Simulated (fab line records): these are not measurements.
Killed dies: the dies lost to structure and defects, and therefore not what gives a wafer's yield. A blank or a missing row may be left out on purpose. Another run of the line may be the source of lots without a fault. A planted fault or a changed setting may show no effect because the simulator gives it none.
Chamber matching / flow n5_finfet / N5_HKMG_FIN_STRIP_90 on rie_diel-05 has 4 sister chambers
The step strips SOC in N2/H2, time 20 s. 4 wafers are shown with their chamber, then 7 later ones without.

## WAFERS PAIRED WITH THEIR CHAMBERS
wafer=L085.3; chamber=2; drypump_motor_current_A (A)=6.3
wafer=L088.1; chamber=0; drypump_motor_current_A (A)=5.2
wafer=L091.2; chamber=3; drypump_motor_current_A (A)=4.8
wafer=L091.3; chamber=1; drypump_motor_current_A (A)=5.4

## WAFERS MISSING THEIR CHAMBER
wafer=L091.5; drypump_motor_current_A (A)=5.4
wafer=L093.1; drypump_motor_current_A (A)=6.2
wafer=L093.2; drypump_motor_current_A (A)=5.4
wafer=L093.6; drypump_motor_current_A (A)=5.2
wafer=L097.3; drypump_motor_current_A (A)=5.4
wafer=L097.4; drypump_motor_current_A (A)=6.2
wafer=L097.6; drypump_motor_current_A (A)=5.4

## CHAMBER TAKEN BY EACH
wafer=L091.5; from the rows above=1; in truth=1
wafer=L093.1; from the rows above=2; in truth=2
wafer=L093.2; from the rows above=1; in truth=1
wafer=L093.6; from the rows above=0; in truth=0
wafer=L097.3; from the rows above=1; in truth=1
wafer=L097.4; from the rows above=2; in truth=2
wafer=L097.6; from the rows above=1; in truth=1
7 of 7 placed correctly. Left unplaced by these rows: 0. Number placed wrongly: 0.
How it was worked out, from the rows above alone: a wafer's distance from a chamber is the root of the sum, over the readings, of the square of ((its reading less the chamber's mean) divided by the reading's scatter). The wafer belongs to the nearest chamber; if the next one is less than 2 further off, it can't be placed. For every chamber, the mean is computed from those of its wafers that are shown. The scatter: root of mean squared gap, hidden wafer to nearest shown wafer, with one shown wafer a chamber.
